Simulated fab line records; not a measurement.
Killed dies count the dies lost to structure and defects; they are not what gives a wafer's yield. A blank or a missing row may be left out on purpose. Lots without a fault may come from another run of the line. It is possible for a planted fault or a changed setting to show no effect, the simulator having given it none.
fab line records | flow n5Finfet
record lots=8 wafers=24 lastDay=17
route steps=1938 shown GATE_CUT@477 BEOL_M4@1111 PASSIVATION@1936
lots that met no fault: taken from a fault-free run of the same line
startH: hours from the record's first day to the start of the lot's first wafer shown | waitH: how many hours have passed since the lot's step before this one | " repeats the value in the row above | L1.1+2: several wafers, shown together as one row | - either no value or no given start | * or withheld: withheld | < > ~ a bound
route shown NAME@n: names a module that has steps shown in the file, with the first one's number in the route | usual: average and standard deviation across the fault-free wafers | same: alike in all rows | chamber/n: place in a boat | sites: readings site by site | _std_site: the values' standard deviation | _edge_site: the outer-site mean with the inner-site mean subtracted | radiusMm: how far each site lies from the wafer's centre | mask NAME#n: copy n | behind: tool/chamber where the wafer was last shaped | hold: why the lot was held/for how many hours/how that ended | device: which transistor (n, p or np) failed to switch | end of line: the same wafers' tests at the end of the route | a step without rows: its recipe alone | killed: at the first sort, the dies lost to defects and structure; wafer yield is something else | map: a wafer's dies, marking killed ones x, the rest . and places with no die _
set.NAME: the setting as run; set.NAME@STEP: as run at that earlier step | model.NAME: the simulator's own value behind a step, which no gauge read
route steps across a sampled set of lots; one table per step, one row per wafer
services: the hour from which a tool's chamber was out of use, counted from the record's first day as startH (under 0 if before that day), plus the number of hours and why
## steps
# step N5_GATE_CUT_HM_DEP_46
# recipe material=SiO2 targetThkA=1300 tempC=400 precursor=TEOS/O2 pressureTorr=6.5 rfW=900 teosFlowSccm=161.4 gas=O2 flowSccm=2650 timeS=26.6
# usual heaterPowerW=608/78 showerheadPlenumPTorr=8.36/0.034 throttleValvePct=18.7/0.79
# columns lot.wafer tool chamber startH waitH heaterPowerW showerheadPlenumPTorr throttleValvePct
L435.2 pecvd-04 0 120.34 0.0 523 8.39 19.3
L435.4 " 2 " " 516 8.38 17.7
L435.6 " 0 " " 551 8.37 19.4
L436.1 pecvd-02 2 126.64 0.0 442 8.37 19.0
L436.4 " 2 " " 447 8.35 18.6
L436.6 " 1 " " 626 8.36 17.6
L440.1 pecvd-04 0 155.25 0.0 507 8.37 19.3
L440.2 " 2 " " 575 8.34 17.7
L440.6 " 1 " " 684 8.37 18.6
L443.1 pecvd-04 2 171.91 0.0 598 8.35 17.8
L443.2 " 0 " " 500 8.40 19.5
L443.3 " 1 " " 611 8.36 18.4
L445.2 pecvd-02 1 178.17 0.0 630 8.35 17.5
L445.3 " 2 " " 549 8.38 18.9
L445.6 " 1 " " 639 8.37 17.3
L448.1 pecvd-04 0 198.77 0.0 491 8.39 19.3
L448.2 " 1 " " 621 8.37 18.8
L448.5 " 1 " " 630 8.39 18.8
L449.1 pecvd-04 1 206.49 0.0 678 8.36 18.6
L449.5 " 0 " " 514 8.37 19.5
L449.6 " 1 " " 667 8.38 18.8
L452.2 pecvd-03 1 222.93 0.0 614 8.38 18.8
L452.4 " 1 " " 605 8.39 19.3
L452.5 " 0 " " 710 8.39 18.8
# step N5_GATE_CUT_ETCH_36
# recipe chemistry=CF4 target=SiARC targetDepthA=130 maskMaterial=CAR-EUV timeS=21.7 ionEnergyEv=80 pressureMtorr=40 sourceW=545 biasW=36 Ar_flow_sccm=100 cf4FlowSccm=100 ends=cleared
# usual drypumpMotorCurrentA=5.4/0.49 etchRfOnTimeS=21.5/0.47 oesProductAu=0.66/0.09 rfVppV=184.0/1.4 showerheadPlenumPTorr=2.14/0.085 throttleValvePct=15.66/0.25
# columns lot.wafer tool chamber startH waitH drypumpMotorCurrentA etchRfOnTimeS oesProductAu rfHoursCounterH rfVppV showerheadPlenumPTorr throttleValvePct
L435.2 rieDiel-06 3 120.85 0.0 4.8 21.8 0.61 196 183.4 2.21 15.63
L435.4 " 0 " " 4.8 21.5 0.64 179 182.1 2.05 15.82
L435.6 " 2 " " 4.6 21.6 0.60 - 183.4 2.03 15.93
L436.1 rieDiel-06 0 127.28 0.0 4.8 21.6 0.64 181 182.8 2.05 15.82
L436.4 " 2 " " 4.6 21.5 0.59 240 183.4 2.03 15.93
L436.6 " 3 " " 4.8 22.0 0.61 - 185.3 2.21 15.65
L440.1 rieDiel-02 3 155.89 0.0 5.9 21.9 0.60 241 183.6 2.19 15.92
L440.2 " 1 " " 6.0 22.2 0.58 226 183.1 2.03 15.53
L440.6 " 1 " " 6.0 22.0 0.59 - 182.4 2.03 15.51
L443.1 rieDiel-02 2 172.55 0.0 5.5 21.9 0.61 208 184.8 2.22 15.93
L443.2 " 1 " " 6.0 22.2 0.59 232 183.1 2.03 15.52
L443.3 " 3 " " 5.9 22.2 0.59 246 185.0 2.19 15.93
L445.2 rieDiel-04 0 178.70 0.0 5.6 20.9 0.81 23 184.2 2.18 15.25
L445.3 " 3 " " 5.8 22.5 0.61 208 185.1 2.21 16.10
L445.6 " 0 " " 5.6 21.0 0.81 - 185.3 2.18 15.27
L448.1 rieDiel-02 0 199.29 0.0 5.8 21.0 0.80 18 186.2 2.27 15.34
L448.2 " 2 " " 5.5 21.7 0.60 217 182.7 2.22 15.97
L448.5 " 1 " " 6.0 22.0 0.58 - 183.0 2.03 15.54
L449.1 rieDiel-06 0 207.14 0.0 4.8 21.5 0.62 205 180.9 2.04 15.87
L449.5 " 0 " " 4.8 21.6 0.62 - 182.3 2.04 15.87
L449.6 " 3 " " 4.8 21.7 0.60 - 185.2 2.20 15.69
L452.2 rieDiel-06 2 223.59 0.0 4.7 21.6 0.79 7 187.1 2.28 15.51
L452.4 " 3 " " 4.8 22.1 0.60 227 186.0 2.20 15.69
L452.5 " 0 " " 4.8 21.6 0.62 - 182.4 2.04 15.88
# step N5_GATE_CUT_CUT_ETCH_53
# recipe chemistry=SF6/Cl2 target=W maskMaterial=SiO2 targetDepthA=792 pressureMtorr=8 icpW=900 biasW=80 SF6_flow_sccm=40 Cl2_flow_sccm=60 ends=cleared
# usual drypumpMotorCurrentA=6.1/0.43 etchRfOnTimeS=26.4/0.61 heBacksideLeakSccm=3.61/0.22 oesProductAu=0.66/0.088 throttleValvePct=28.75/0.15
# columns lot.wafer tool chamber startH waitH drypumpMotorCurrentA etchRfOnTimeS heBacksideLeakSccm oesProductAu rfHoursCounterH throttleValvePct
L435.2 rieMetal-01 1 121.19 0.1 6.5 26.6 3.67 0.55 128 28.72
L435.4 " 1 " " 6.6 27.0 3.60 0.54 - 28.73
L435.6 " 1 " " 6.6 26.8 3.73 0.54 - 28.72
L436.1 rieMetal-01 0 127.62 0.1 6.3 26.7 3.36 0.57 111 28.84
L436.4 " 0 " " 6.3 26.8 3.52 0.57 - 28.84
L436.6 " 0 " " 6.3 26.5 3.40 0.58 - 28.83
L440.1 rieMetal-02 1 156.23 0.1 6.5 27.5 3.89 0.74 28 28.76
L440.2 " 0 " " 5.9 25.7 3.65 0.62 85 28.92
L440.6 " 0 " " 5.9 25.9 3.67 0.62 - 28.93
L443.1 rieMetal-03 1 172.89 0.1 6.5 26.5 3.65 0.76 21 28.52
L443.2 " 0 " " 5.4 26.0 3.56 0.67 60 28.78
L443.3 " 0 " " 5.4 25.7 3.53 0.67 - 28.78
L445.2 rieMetal-03 1 179.04 0.1 6.5 26.6 3.71 0.75 22 28.47
L445.3 " 0 " " 5.4 25.7 3.47 0.66 - 28.81
L445.6 " 1 " " 6.5 26.5 3.62 0.76 - 28.51
L448.1 rieMetal-02 1 199.63 0.1 6.5 27.0 3.60 0.50 32 28.19
L448.2 " 0 " " 5.9 25.8 3.77 0.42 89 28.38
L448.5 " 0 " " 5.9 25.5 3.81 0.42 - 28.38
L449.1 rieMetal-01 0 207.48 0.1 6.2 26.7 3.50 0.39 119 28.27
L449.5 " 0 " " 6.2 26.9 3.41 0.39 - 28.29
L449.6 " 1 " " 6.6 27.1 3.57 0.62 - 27.99
L452.2 rieMetal-03 1 223.93 0.1 6.5 26.6 3.50 0.74 26 28.51
L452.4 " 1 " " 6.5 26.4 3.57 0.75 - 28.49
L452.5 " 1 " " 6.5 26.7 3.78 0.74 - 28.50
# step N5_GATE_CUT_ALD_22
# recipe material=SiNx targetThkA=160 tempC=400 aldPrecursorFamily=SiH2I2 aldCoReactant=N2/H2-plasma pulseTimeS=1 aldCycles=320 purgeTimeS=2 coReactantPurgeTimeS=2 pressureTorr=2
# usual heaterPowerW=835/85 precursorPulseHeightRel=0.997/0.02
# same aldCycles=320
# columns lot.wafer tool chamber startH waitH heaterPowerW precursorPulseHeightRel
L435.2 aldSin-03 0 121.64 0.0 913 0.966
L435.4 " 1 " " 886 1.017
L435.6 " 2 " " 737 1.013
L436.1 aldSin-01 1 128.06 0.0 902 0.994
L436.4 " 3 " " 761 1.035
L436.6 " 0 " " 944 1.033
L440.1 aldSin-03 0 156.67 0.0 912 0.985
L440.2 " 2 " " 741 0.991
L440.6 " 1 " " 896 1.006
L443.1 aldSin-02 3 174.37 1.1 897 1.022
L443.2 " 0 " " 805 0.992
L443.3 " 1 " " 806 0.995
L445.2 aldSin-01 3 179.64 0.2 730 0.991
L445.3 " 1 " " 900 0.970
L445.6 " 0 " " 949 0.983
L448.1 aldSin-02 1 200.07 0.0 803 0.987
L448.2 " 0 " " 782 1.019
L448.5 " 0 " " 818 1.002
L449.1 aldSin-01 0 207.92 0.0 985 0.980
L449.5 " 2 " " 663 0.975
L449.6 " 1 " " 894 1.025
L452.2 aldSin-02 1 224.41 0.1 814 1.029
L452.4 " 0 " " 809 1.011
L452.5 " 1 " " 779 1.012
# step N5_GATE_CUT_CMP_23
# recipe stopOn=SiO2 tOverpolishS=23.4 postCmpClean=alkalineBrush downForcePsi=2.5 platenRpm=51.8 padVelocityMS=1.0307 targetThkNm=16
# usual motorCurrentA=8.8/0.92 overpolishRunS=23.400/0.0082 timeToEndpointS=19.1/2.3
# columns lot.wafer tool chamber startH waitH motorCurrentA overpolishRunS timeToEndpointS
L435.4 cmp-04 3 123.12 0.8 9.1 23.394 22.7
L435.2 " 0 " " 8.0 23.416 24.4
L435.6 " 0 " " 8.5 23.397 23.4
L436.4 cmp-01 2 129.63 0.8 9.1 23.395 17.8
L436.1 " 3 " " 11.1 23.399 20.1
L436.6 " 1 " " 10.5 23.394 19.0
L440.2 cmp-04 0 158.16 0.8 8.0 23.406 22.0
L440.1 " 2 " " 10.6 23.403 15.5
L440.6 " 0 " " 8.0 23.412 22.3
L443.2 cmp-03 1 175.85 0.8 7.7 23.402 19.8
L443.1 " 2 " " 7.8 23.395 18.0
L443.3 " 3 " " 8.6 23.414 17.9
L445.2 cmp-01 0 181.16 0.8 8.2 23.391 19.1
L445.3 " 2 " " 8.5 23.413 20.6
L445.6 " 3 " " 11.1 23.402 19.2
L448.2 cmp-03 2 201.60 0.8 7.8 23.409 18.6
L448.1 " 3 " " 9.0 23.407 17.3
L448.5 " 2 " " 8.1 23.409 17.8
L449.1 cmp-03 0 209.53 0.9 7.7 23.404 22.3
L449.5 " 1 " " 7.7 23.411 16.9
L449.6 " 2 " " 8.0 23.394 18.4
L452.2 cmp-03 1 225.90 0.8 8.5 23.392 20.2
L452.4 " 0 " " 8.7 23.418 19.4
L452.5 " 1 " " 8.3 23.396 19.5
# step N5_GATE_CUT_THK_MEAS_24
# recipe reads=SiO2_of_GATE_CUT_HM_DEP_46+SiO2_flowable_of_ILD0_FCVD_FILL_01
# usual GC_FILL_THK=219.3/1.8
# columns lot.wafer tool chamber startH waitH GC_FILL_THK[nm]
L435.2 filmMetro-01 - 123.42 - 220.7
L435.4 " - " " 221.4
L435.6 " - " " 220.9
L436.1 filmMetro-02 - 129.84 - 218.4
L436.4 " - " " 218.3
L436.6 " - " " 218.1
L440.1 filmMetro-02 - 158.46 - 220.5
L440.2 " - " " 218.3
L440.6 " - " " 219.0
L443.1 filmMetro-01 - 176.15 - 220.3
L443.2 " - " " 221.8
L443.3 " - " " 220.7
L445.2 filmMetro-02 - 181.43 - 217.9
L445.3 " - " " 217.0
L445.6 " - " " 220.0
L448.1 filmMetro-02 - 201.86 - 195.2
L448.2 " - " " 195.0
L448.5 " - " " 194.1
L449.1 filmMetro-01 - 209.71 - 193.4
L449.5 " - " " 198.2
L449.6 " - " " 195.3
L452.2 filmMetro-01 - 226.20 - 217.6
L452.4 " - " " 219.9
L452.5 " - " " 216.6
# step N5_BEOL_M4_RC_MEAS_101
# usual DIBL_N=36.9/1.6 DIBL_P=37.1/2 IOFF_N=0.17/0.032 IOFF_P=0.22/0.036 ION_N=674/12 ION_P=463/7.8 SS_N=71.7/0.63 SS_P=73.5/0.62 VT_N=249/3.3 VT_P=-250/3.5
# columns lot.wafer tool chamber startH waitH DIBL_N[mV/V] DIBL_P[mV/V] IOFF_N[nA/um] IOFF_P[nA/um] ION_N[uA/um] ION_P[uA/um] SS_N[mV/dec] SS_P[mV/dec] VT_N[mV] VT_P[mV]
L435.2 prober-01 0 209.52 0.2 34.4 35.1 0.13 0.20 658 452 70.9 72.9 252 -250
L435.4 " 0 " " 36.5 37.8 0.17 0.25 667 463 71.6 73.6 248 -246
L435.6 " 0 " " 37.6 37.8 0.18 0.25 674 464 72.0 73.8 247 -245
L436.1 prober-01 0 220.95 0.0 38.6 38.0 0.19 0.27 674 464 72.3 73.7 248 -247
L436.4 " 0 " " 37.5 36.6 0.17 0.22 670 459 71.8 74.0 249 -250
L436.6 " 0 " " 37.1 36.7 0.18 0.23 677 463 72.2 73.6 248 -246
L440.1 prober-02 0 240.17 0.0 39.5 37.4 0.17 0.19 668 444 72.3 73.3 248 -253
L440.2 " 0 " " 39.5 37.6 0.18 0.20 687 466 72.0 74.1 247 -252
L440.6 " 0 " " 37.1 34.6 0.13 0.15 661 450 71.7 72.9 255 -258
L443.1 prober-02 0 272.23 0.0 35.2 35.0 0.13 0.18 657 453 71.4 72.7 254 -254
L443.2 " 0 " " 37.9 37.9 0.17 0.23 667 461 72.0 74.2 251 -250
L443.3 " 0 " " 34.6 33.6 0.12 0.17 660 456 70.8 73.7 253 -256
L445.2 prober-01 0 275.53 0.2 36.4 39.1 0.17 0.25 680 473 72.1 74.0 253 -248
L445.3 " 0 " " 36.5 37.9 0.18 0.23 679 461 71.7 74.3 249 -249
L445.6 " 0 " " 36.6 37.2 0.16 0.21 676 460 71.1 74.2 254 -254
L448.1 prober-01 0 280.97 0.1 36.1 33.3 0.14 0.20 668 458 70.9 72.6 251 -249
L448.2 " 0 " " 41.5 40.4 0.26 0.34 700 481 71.9 74.8 243 -241
L448.5 " 0 " " 36.2 33.7 0.14 0.20 674 465 71.4 72.5 251 -247
L449.1 prober-02 0 298.40 0.0 38.9 36.3 0.19 0.25 672 465 73.1 74.1 250 -247
L449.5 " 0 " " 36.9 34.8 0.15 0.23 674 463 71.7 74.1 251 -249
L449.6 " 0 " " 35.1 33.3 0.13 0.20 666 462 71.1 73.0 253 -250
L452.2 prober-01 0 310.08 0.2 36.4 37.4 0.16 0.24 676 469 71.2 73.3 247 -245
L452.4 " 0 " " 37.4 38.7 0.17 0.25 677 467 70.5 73.9 249 -247
L452.5 " 0 " " 34.4 35.7 0.12 0.21 664 467 71.0 72.7 255 -249
# step N5_PASSIVATION_PROBE_49
# usual defectLimitedYield=90.9/1.6 killed_at_M0_to_M3=34/11 killed_at_M4_up=14/5.7 killedAtContacts=13/6.5 killedAtFrontEnd=43/11 killedAtOther=4/3.1 killedDies=107/19 killedOpen=71/14 killedShort=35/7.9 sort_bin_5_function=5.3/1.1 sort_bin_6_memory=3.4/0.74 sort_bin_8_speed=0.00/0.014 sortNPass=1073/19
# same grossDies=1180 killedAtBackSide=0 sort_bin_4_leakage[%]=0
# columns lot.wafer tool chamber startH waitH defectLimitedYield[%] killed_at_M0_to_M3 killed_at_M4_up killedAtContacts killedAtFrontEnd killedAtOther killedDies killedOpen killedShort sort_bin_5_function[%] sort_bin_6_memory[%] sort_bin_8_speed[%] sortNPass
L436.1 prober-01 - 323.65 0.0 88.8 46 17 17 46 6 132 79 51 6.6 4.3 0 1048
L436.4 prober-01 - 323.80 0.2 88.3 46 17 21 44 10 138 82 56 6.4 5.1 0 1042
L436.6 prober-01 - 323.90 0.3 89.7 40 15 12 45 9 121 81 40 5.6 4.4 0 1059
L443.1 prober-01 - 370.13 0.0 94.5 22 6 4 31 2 65 40 23 3.3 2.0 0 1115
L443.2 prober-01 - 370.18 0.1 91.5 31 14 6 40 9 100 63 37 5.2 3.0 0 1080
L443.3 prober-01 - 370.23 0.1 92.4 23 10 9 45 3 90 46 44 3.6 3.6 0 1090
L448.1 prober-02 - 375.33 0.0 58.5 53 14 4 417 2 490 78 29 36.8 4.3 0 690
L448.2 prober-02 - 375.38 0.1 59.8 52 14 10 397 1 474 70 40 37.0 2.5 0 706
L448.5 prober-02 - 375.53 0.2 63.6 31 12 10 373 4 430 52 28 32.7 3.1 0 750
L449.1 prober-01 - 392.62 0.0 58.7 41 11 8 426 1 487 59 37 37.8 3.3 0 693
L449.5 prober-01 - 392.82 0.2 58.0 39 17 8 432 0 496 83 43 36.9 4.7 0 684
L449.6 prober-01 - 392.87 0.3 56.4 34 29 15 432 5 515 80 48 39.3 4.1 0 665
# killed by level:class
L436.1 MOL_CONTACT_COAG:geometricParticle:open=14 BEOL_M3:geometricParticle:open=12 FIN_SAQP:geometricParticle:short=10 STI_FIN_REVEAL:geometricParticle:open=9 BEOL_M0_SAQP:geometricParticle:short=9 FIN_SAQP:geometricParticle:open=8 BEOL_M4:geometricParticle:short=7 BEOL_M2:geometricParticle:open=5
L436.4 FIN_SAQP:geometricParticle:short=17 MOL_CONTACT_COAG:geometricParticle:open=17 BEOL_M3:geometricParticle:open=10 BEOL_M1:geometricParticle:open=9 BEOL_M0_SAQP:geometricParticle:short=8 BEOL_M4:geometricParticle:open=6 BEOL_M2:geometricParticle:open=6 FIN_SAQP:geometricParticle:open=5
L436.6 FIN_SAQP:geometricParticle:short=11 STI_FIN_REVEAL:geometricParticle:open=10 FIN_SAQP:geometricParticle:open=9 MOL_CONTACT_COAG:geometricParticle:open=9 BEOL_M0_SAQP:geometricParticle:short=7 BEOL_M0_SAQP:geometricParticle:open=7 BEOL_M2:geometricParticle:open=7 BEOL_M3:geometricParticle:open=6
L443.1 BEOL_M3:geometricParticle:open=6 GATE_CUT:geometricParticle:open=5 BEOL_M0_SAQP:geometricParticle:short=5 STI_FIN_REVEAL:geometricParticle:open=4 DUMMY_GATE:geometricParticle:open=4 GATE_CUT:geometricParticle:short=4 MOL_CONTACT_COAG:geometricParticle:open=3 BEOL_M1:geometricParticle:open=3
L443.2 BEOL_M3:geometricParticle:open=8 BEOL_M0_SAQP:geometricParticle:short=6 FIN_SAQP:geometricParticle:open=5 STI_FIN_REVEAL:geometricParticle:open=5 DUMMY_GATE:geometricParticle:open=5 GATE_CUT:geometricParticle:short=5 BEOL_M2:geometricParticle:open=5 MOL_CONTACT_COAG:geometricParticle:open=4
L443.3 FIN_SAQP:geometricParticle:short=9 GATE_CUT:geometricParticle:short=8 STARTING-WAFER:geometricParticle:short=8 MOL_CONTACT_COAG:geometricParticle:open=6 BEOL_M3:geometricParticle:short=5 BEOL_M3:geometricParticle:open=5 BEOL_M4:geometricParticle:open=5 FIN_SAQP:geometricParticle:open=4
L448.1 GATE_CUT:areaEtch=383 FIN_SAQP:geometricParticle:open=13 BEOL_M0_SAQP:geometricParticle:open=13 BEOL_M1:geometricParticle:open=12 BEOL_M0_SAQP:geometricParticle:short=8 BEOL_M3:geometricParticle:open=8 STI_FIN_REVEAL:geometricParticle:open=5 BEOL_M0:geometricParticle:open=4
L448.2 GATE_CUT:areaEtch=359 BEOL_M3:geometricParticle:open=11 BEOL_M1:geometricParticle:open=10 MOL_CONTACT_COAG:geometricParticle:open=9 BEOL_M0_SAQP:geometricParticle:short=8 GATE_CUT:geometricParticle:short=7 BEOL_M0_SAQP:geometricParticle:open=6 BEOL_M4:geometricParticle:open=5
L448.5 GATE_CUT:areaEtch=344 BEOL_M0_SAQP:geometricParticle:short=9 MOL_CONTACT_COAG:geometricParticle:open=8 BEOL_M0_SAQP:geometricParticle:open=7 STI_FIN_REVEAL:geometricParticle:open=5 HKMG_FIN:areaEtch=5 DUMMY_GATE:geometricParticle:open=4 GATE_CUT:geometricParticle:short=4
L449.1 GATE_CUT:areaEtch=391 BEOL_M0_SAQP:geometricParticle:open=9 BEOL_M0_SAQP:geometricParticle:short=8 FIN_SAQP:geometricParticle:open=7 MOL_CONTACT_COAG:geometricParticle:open=7 FIN_SAQP:geometricParticle:short=6 BEOL_M0:geometricParticle:short=5 BEOL_M4:geometricParticle:open=5
L449.5 GATE_CUT:areaEtch=369 FIN_SAQP:geometricParticle:open=18 FIN_SAQP:geometricParticle:short=16 ILD0:geometricParticle:open=9 BEOL_M2:geometricParticle:open=8 BEOL_M0:geometricParticle:open=7 BEOL_M4:geometricParticle:open=6 MOL_CONTACT_COAG:geometricParticle:open=6
L449.6 GATE_CUT:areaEtch=387 FIN_SAQP:geometricParticle:open=15 BEOL_M4:geometricParticle:open=12 MOL_CONTACT_COAG:geometricParticle:open=11 BEOL_M0_SAQP:geometricParticle:open=9 FIN_SAQP:geometricParticle:short=8 BEOL_M0_SAQP:geometricParticle:short=8 BEOL_M2:geometricParticle:open=6
## services
# columns tool chamber startH hours kind
cmp-03 - 101.68 1.2 repair
aldSin-03 - 102.03 0.7 repair
rieDiel-04 0 102.72 19.0 repair
cmp-04 - 116.29 4.0 pm
rieMetal-02 0 122.24 33.3 repair
aldSin-02 3 122.39 10.8 repair
rieMetal-03 - 123.70 0.8 repair
cmp-03 - 129.47 6.0 repair
aldSin-03 3 131.97 21.6 repair
cmp-04 - 147.14 0.7 repair
pecvd-04 - 151.02 2.8 pm
aldSin-01 - 152.16 0.5 repair
pecvd-02 - 157.09 1.2 repair
pecvd-02 0 160.48 9.3 repair
pecvd-02 - 170.23 1.2 repair
cmp-04 - 175.23 1.2 repair
aldSin-03 - 177.74 14.0 pm
cmp-03 - 185.86 5.9 repair
rieDiel-04 - 189.90 2.8 pm
cmp-03 - 203.28 1.0 repair
cmp-03 - 208.51 0.7 repair
cmp-01 - 216.30 6.0 pm
aldSin-01 0 216.83 19.7 repair
rieDiel-06 1 224.30 2.0 repair
## key
firstSign step=N5_GATE_CUT_THK_MEAS_24 reading=GC_FILL_THK direction=down sigmas=13 usual=219.3 struck=195.2
effect step=N5_PASSIVATION_PROBE_49 reading=killedAtFrontEnd direction=up sigmas=33 usual=43 struck=413
moreKillsBornAt N5_GATE_CUT_ETCH_19@rieDiel-06=1147 N5_GATE_CUT_ETCH_19@rieDiel-02=1086
metAt N5_GATE_CUT_HM_DEP_46
struckLots L448,L449
notActingAt N5_GATE_CUT_ETCH_36,N5_GATE_CUT_ALD_22,N5_GATE_CUT_CMP_23
onsetBetween 171.91 198.77
fault kind=siteProfileDrift tool=pecvd-04 chamber=- onsetH=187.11 steps=N5_GATE_CUT_HM_DEP_46 basis=fraction maxAbsDrift=0.44069 slopeSharePerHr=97.93 sitePattern=0,0,0,0,0,-1,-1,-1,-1
